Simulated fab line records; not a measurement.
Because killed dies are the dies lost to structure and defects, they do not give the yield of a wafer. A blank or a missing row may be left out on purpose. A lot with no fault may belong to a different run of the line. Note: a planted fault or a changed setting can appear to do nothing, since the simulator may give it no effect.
Which of the tools did it? ; flow nand harc ; Sampling: 24 lots, 72 wafers, 5 of 1302 route steps

== WHAT THE GAUGES READ, wafer by wafer ==
NHARC_P_M1_INSPECT_11. Usual: raw defect count at 4.6, with a standard deviation of 2.4.
lot;measured;on;raw defect count;flag
L074;day 6 08:25;defect inspect-02;3 5 6;
L075;day 6 11:19;defect inspect-01;5 4 6;
L076;day 6 21:55;defect inspect-02;7 8 5;
L077;day 7 15:59;defect inspect-02;5 3 6;
L078;day 7 21:06;defect inspect-02;3 3 6;
L079;day 8 02:16;defect inspect-02;8 6 2;
L080;day 8 18:25;defect inspect-01;3 1 2;
L081;day 9 04:54;defect inspect-02;7 9 7;
L082;day 9 17:27;defect inspect-01;5 5 4;
L083;day 9 23:06;defect inspect-01;3 5 4;
L084;day 10 11:50;defect inspect-01;4 6 2;
L085;day 11 05:04;defect inspect-02;4 1 8;
L086;day 11 08:00;defect inspect-01;3 4 5;
L087;day 11 14:58;defect inspect-01;5 2 1;
L088;day 12 08:01;defect inspect-01;4 3 8;
L089;day 12 08:33;defect inspect-01;3 1 3;
L090;day 13 03:41;defect inspect-01;4 3 2;
L091;day 13 06:52;defect inspect-01;7 6 8;
L092;day 13 15:38;defect inspect-01;0 5 1;
L093;day 14 05:06;defect inspect-02;5 5 6;
L094;day 14 22:29;defect inspect-02;11 4 3;
L095;day 15 10:20;defect inspect-02;0 4 9;
L096;day 15 13:04;defect inspect-02;4 5 5;
L097;day 15 20:10;defect inspect-01;3 5 9;

== TOOL THAT RAN EACH LOT (tool first, then ch and the chambers of the sampled wafers, then the start) ==
lot;NHARC_P_CONTACT_STRIP_28;NHARC_P_M0_ETCH_34;NHARC_P_M0_DEGAS_28;NHARC_P_M0_PVD_21
L074;rie diel-05 ch 0,3, day 6 01:10;rie diel-08 ch 1,3, day 6 04:31;pvd sputter-02, day 6 05:21;pvd sputter-02, day 6 08:25 or earlier
L075;rie diel-05 ch 0,1,2, day 6 04:14;rie diel-02 ch 0,1,3, day 6 07:32;pvd sputter-03, day 6 08:22;pvd sputter-03, day 6 11:19 or earlier
L076;rie diel-01 ch 0,1, day 6 14:34;rie diel-08 ch 0,1,2, day 6 18:02;pvd sputter-02, day 6 18:52;pvd sputter-02, day 6 21:55 or earlier
L077;rie diel-05 ch 0,2,3, day 7 08:45;rie diel-02 ch 0,2,3, day 7 12:02;pvd sputter-03, day 7 12:54;pvd sputter-03, day 7 15:59 or earlier
L078;rie diel-01 ch 0,1,2, day 7 13:44;rie diel-08 ch 1,2,3, day 7 17:07;pvd sputter-01, day 7 18:02;pvd sputter-01, day 7 21:06 or earlier
L079;rie diel-05 ch 0,1,2, day 7 18:48;rie diel-04 ch 0,1,3, day 7 22:16;pvd sputter-01, day 7 23:10;pvd sputter-01, day 8 02:16 or earlier
L080;rie diel-06 ch 0,1,3, day 8 10:53;rie diel-08 ch 0,3, day 8 14:38;pvd sputter-02, day 8 15:28;pvd sputter-02, day 8 18:25 or earlier
L081;rie diel-05 ch 0,3, day 8 21:17;rie diel-04 ch 1,2,3, day 9 01:01;pvd sputter-01, day 9 01:50;pvd sputter-01, day 9 04:54 or earlier
L082;rie diel-06 ch 1,2,3, day 9 10:16;rie diel-02 ch 0,2,3, day 9 13:34;pvd sputter-02, day 9 14:23;pvd sputter-02, day 9 17:27 or earlier
L083;rie diel-06 ch 1,2,3, day 9 15:53;rie diel-04 ch 0,1,3, day 9 19:11;pvd sputter-01, day 9 20:01;pvd sputter-01, day 9 23:06 or earlier
L084;rie diel-01 ch 1,3, day 10 04:21;rie diel-04 ch 0,2, day 10 07:46;pvd sputter-02, day 10 08:47;pvd sputter-02, day 10 11:50 or earlier
L085;rie diel-06 ch 0,2,3, day 10 21:52;rie diel-08 ch 0,1,3, day 11 01:09;pvd sputter-01, day 11 02:00;pvd sputter-01, day 11 05:04 or earlier
L086;rie diel-05 ch 0,1,3, day 11 00:58;rie diel-04 ch 1,2, day 11 04:12;pvd sputter-03, day 11 05:04;pvd sputter-03, day 11 08:00 or earlier
L087;rie diel-01 ch 0,3, day 11 07:38;rie diel-08 ch 2,3, day 11 11:05;pvd sputter-02, day 11 11:55;pvd sputter-02, day 11 14:58 or earlier
L088;rie diel-05 ch 0,1,3, day 12 00:49;rie diel-02 ch 0,2,3, day 12 04:06;pvd sputter-03, day 12 04:56;pvd sputter-03, day 12 08:01 or earlier
L089;rie diel-05 ch 1,2,3, day 12 01:20;rie diel-02 ch 2,3, day 12 04:38;pvd sputter-02, day 12 05:29;pvd sputter-02, day 12 08:33 or earlier
L090;rie diel-01 ch 1,2, day 12 20:21;rie diel-02 ch 1,2,3, day 12 23:39;pvd sputter-01, day 13 00:30;pvd sputter-01, day 13 03:41 or earlier
L091;rie diel-05 ch 0,1, day 12 23:44;rie diel-08 ch 1,2, day 13 03:06;pvd sputter-03, day 13 03:56;pvd sputter-03, day 13 06:52 or earlier
L092;rie diel-01 ch 0,1, day 13 08:20;rie diel-02 ch 2,3, day 13 11:41;pvd sputter-03, day 13 12:35;pvd sputter-03, day 13 15:38 or earlier
L093;rie diel-01 ch 0,1, day 13 21:49;rie diel-08 ch 0,1,2, day 14 01:11;pvd sputter-03, day 14 02:01;pvd sputter-03, day 14 05:06 or earlier
L094;rie diel-06 ch 0,2,3, day 14 14:01;rie diel-08 ch 0,1,3, day 14 17:42;pvd sputter-03, day 14 19:23;pvd sputter-03, day 14 22:29 or earlier
L095;rie diel-06 ch 0,3, day 15 03:04;rie diel-02 ch 0,2, day 15 06:23;pvd sputter-01, day 15 07:16;pvd sputter-01, day 15 10:20 or earlier
L096;rie diel-01 ch 1,3, day 15 05:47;rie diel-04 ch 0,3, day 15 09:09;pvd sputter-03, day 15 10:00;pvd sputter-03, day 15 13:04 or earlier
L097;rie diel-01 ch 0,2,3, day 15 13:02;rie diel-04 ch 0,1,2, day 15 16:14;pvd sputter-02, day 15 17:06;pvd sputter-02, day 15 20:10 or earlier
- NHARC_P_CONTACT_STRIP_28: strips in O2.
- NHARC_P_M0_ETCH_34: etches the open film in N2/H2, target depth 40 nm, overetch 12 nm, time 43.94 s.
- NHARC_P_M0_DEGAS_28: time 60 s.
- NHARC_P_M0_PVD_21: deposits Cu, target thk 30 nm, time 20.49 s.

== WHAT THE TOOLS THEMSELVES READ (means of the sampled wafers that have a number; where no wafer has one, the mark that the record gives instead) ==
NHARC_P_CONTACT_STRIP_28. Usual: drypump motor current A 5.5 A, standard deviation 0.43; o2 flow sccm 499.9 sccm, standard deviation 1.5; oes product au 1.001 a.u., standard deviation 0.012; rf vpp V 57.9 V, standard deviation 0.96; showerhead plenum p Torr 3.49 Torr, standard deviation 0.16; throttle valve pct 17.037 %, standard deviation 0.01.
lot;tool;drypump motor current A (A);o2 flow sccm (sccm);oes product au (a.u.);rf vpp V (V);showerhead plenum p Torr (Torr);throttle valve pct (%);flag
L074;rie diel-05;5.1;500.5;0.995;57.3;3.49;17.027;
L075;rie diel-05;5.6;499.9;1.010;58.4;3.40;17.028;
L076;rie diel-01;5.2;500.2;1.000;56.7;3.39;17.041;
L077;rie diel-05;5.3;500.9;1.007;57.9;3.44;17.047;
L078;rie diel-01;5.4;500.1;0.996;59.0;3.50;17.036;
L079;rie diel-05;5.6;500.9;1.013;58.4;3.40;17.033;
L080;rie diel-06;5.9;501.8;0.984;58.8;3.62;17.031;
L081;rie diel-05;5.1;501.4;1.000;58.2;3.49;17.042;
L082;rie diel-06;5.6;499.3;0.995;58.7;3.67;17.044;
L083;rie diel-06;5.5;500.5;0.995;58.1;3.66;17.030;
L084;rie diel-01;5.5;499.9;1.000;58.3;3.33;17.029;
L085;rie diel-06;5.5;499.0;0.986;57.9;3.72;17.033;
L086;rie diel-05;5.4;498.6;1.009;57.7;3.45;17.045;
L087;rie diel-01;5.8;499.4;1.002;57.3;3.37;17.037;
L088;rie diel-05;5.4;500.0;1.009;58.2;3.45;17.032;
L089;rie diel-05;5.6;499.0;1.007;57.8;3.45;17.039;
L090;rie diel-01;5.3;502.0;1.003;58.1;3.45;17.030;
L091;rie diel-05;5.7;499.4;1.012;58.1;3.41;17.034;
L092;rie diel-01;5.2;499.3;0.998;57.0;3.38;17.043;
L093;rie diel-01;5.2;500.1;1.000;57.5;3.35;17.045;
L094;rie diel-06;5.6;500.3;0.988;58.0;3.72;17.032;
L095;rie diel-06;5.9;498.0;0.990;58.4;3.67;17.037;
L096;rie diel-01;5.8;499.5;1.006;57.7;3.33;17.048;
L097;rie diel-01;5.7;499.4;1.011;56.9;3.50;17.031;

NHARC_P_M0_ETCH_34. Usual: drypump motor current A 5.8 A, standard deviation 0.46; n2 flow sccm 150.0 sccm, standard deviation 0.46; oes product au 1.004 a.u., standard deviation 0.0096; rf fwd power W 395.6 W, standard deviation 1.7; rf vpp V 429.8 V, standard deviation 3; showerhead plenum p Torr 2.02 Torr, standard deviation 0.097; throttle valve pct 14.171 %, standard deviation 0.0091.
lot;tool;drypump motor current A (A);n2 flow sccm (sccm);oes product au (a.u.);rf fwd power W (W);rf vpp V (V);showerhead plenum p Torr (Torr);throttle valve pct (%);flag
L074;rie diel-08;5.9;149.8;0.999;395.7;430.2;1.99;14.180;
L075;rie diel-02;5.8;149.9;0.994;394.7;432.3;2.12;14.160;
L076;rie diel-08;5.9;149.4;1.005;395.4;429.6;1.99;14.173;
L077;rie diel-02;5.9;150.2;0.999;395.9;433.3;2.12;14.178;
L078;rie diel-08;5.7;150.2;1.001;395.1;429.7;2.00;14.175;
L079;rie diel-04;5.8;150.0;0.997;396.0;430.0;2.04;14.164;
L080;rie diel-08;6.2;150.3;1.005;397.8;426.4;1.90;14.173;
L081;rie diel-04;6.1;149.8;1.002;396.5;428.7;2.00;14.168;
L082;rie diel-02;5.9;150.4;1.001;394.9;433.5;2.11;14.158;
L083;rie diel-04;5.8;150.3;1.004;395.9;430.2;2.04;14.178;
L084;rie diel-04;5.6;150.2;1.010;396.4;428.1;1.97;14.176;
L085;rie diel-08;6.0;149.9;1.008;396.8;427.9;1.94;14.172;
L086;rie diel-04;6.1;149.8;1.003;396.4;426.0;1.89;14.166;
L087;rie diel-08;5.5;149.6;1.005;394.7;429.3;2.01;14.170;
L088;rie diel-02;5.9;149.6;1.001;394.7;432.4;2.11;14.173;
L089;rie diel-02;5.5;149.9;0.998;396.4;431.5;2.09;14.170;
L090;rie diel-02;5.4;150.0;1.000;395.2;431.7;2.08;14.168;
L091;rie diel-08;5.5;150.4;1.006;395.0;429.9;2.04;14.173;
L092;rie diel-02;5.5;149.9;1.002;395.0;432.4;2.10;14.175;
L093;rie diel-08;5.9;149.8;1.010;394.3;428.8;1.97;14.168;
L094;rie diel-08;6.0;149.9;1.017;396.1;428.1;1.93;14.174;
L095;rie diel-02;5.9;149.9;0.994;395.8;431.9;2.08;14.177;
L096;rie diel-04;5.8;149.8;1.003;393.9;433.3;2.11;14.176;
L097;rie diel-04;5.9;149.4;1.001;397.0;426.8;1.92;14.170;

NHARC_P_M0_DEGAS_28. Usual: heater power w at 339 W, with a standard deviation of 35.
lot;tool;heater power w (W);flag
L074;pvd sputter-02;311;
L075;pvd sputter-03;343;
L076;pvd sputter-02;313;
L077;pvd sputter-03;379;
L078;pvd sputter-01;359;
L079;pvd sputter-01;339;
L080;pvd sputter-02;342;
L081;pvd sputter-01;377;
L082;pvd sputter-02;322;
L083;pvd sputter-01;337;
L084;pvd sputter-02;327;
L085;pvd sputter-01;335;
L086;pvd sputter-03;330;
L087;pvd sputter-02;331;
L088;pvd sputter-03;338;
L089;pvd sputter-02;327;
L090;pvd sputter-01;331;
L091;pvd sputter-03;373;
L092;pvd sputter-03;349;
L093;pvd sputter-03;344;
L094;pvd sputter-03;350;
L095;pvd sputter-01;347;
L096;pvd sputter-03;307;
L097;pvd sputter-02;344;

NHARC_P_M0_PVD_21. Usual: throttle valve pct at 30.0 %, with a standard deviation of 1.1.
lot;tool;throttle valve pct (%);flag
L074;pvd sputter-02;29.9;
L075;pvd sputter-03;30.1;
L076;pvd sputter-02;31.2;
L077;pvd sputter-03;29.4;
L078;pvd sputter-01;30.1;
L079;pvd sputter-01;30.5;
L080;pvd sputter-02;30.3;
L081;pvd sputter-01;29.7;
L082;pvd sputter-02;30.7;
L083;pvd sputter-01;29.8;
L084;pvd sputter-02;30.8;
L085;pvd sputter-01;30.0;
L086;pvd sputter-03;30.1;
L087;pvd sputter-02;30.9;
L088;pvd sputter-03;29.6;
L089;pvd sputter-02;29.9;
L090;pvd sputter-01;30.3;
L091;pvd sputter-03;30.6;
L092;pvd sputter-03;29.3;
L093;pvd sputter-03;30.0;
L094;pvd sputter-03;30.6;
L095;pvd sputter-01;30.2;
L096;pvd sputter-03;29.6;
L097;pvd sputter-02;30.6;

== THE ANSWER, worked out from the rows above alone ==
Rule: take the mean of a lot's wafers that have a number; if it is more than 3 standard deviations from the usual mean, the lot is off. Also off: a lot with no number at a reading for which 4 or more lots have one. The other lots that the step has rows for count as sound. After the gauges, taken in route order, come the tools' own readings; for these a lot's mean is taken, as printed above. The first step at which some lot is off is used, and at that step the reading that is off furthest; a lot without a number counts as furthest.
None of the lots is off at any reading shown; this tells nothing.

== WHAT WAS PUT IN BY THE SIMULATOR ==
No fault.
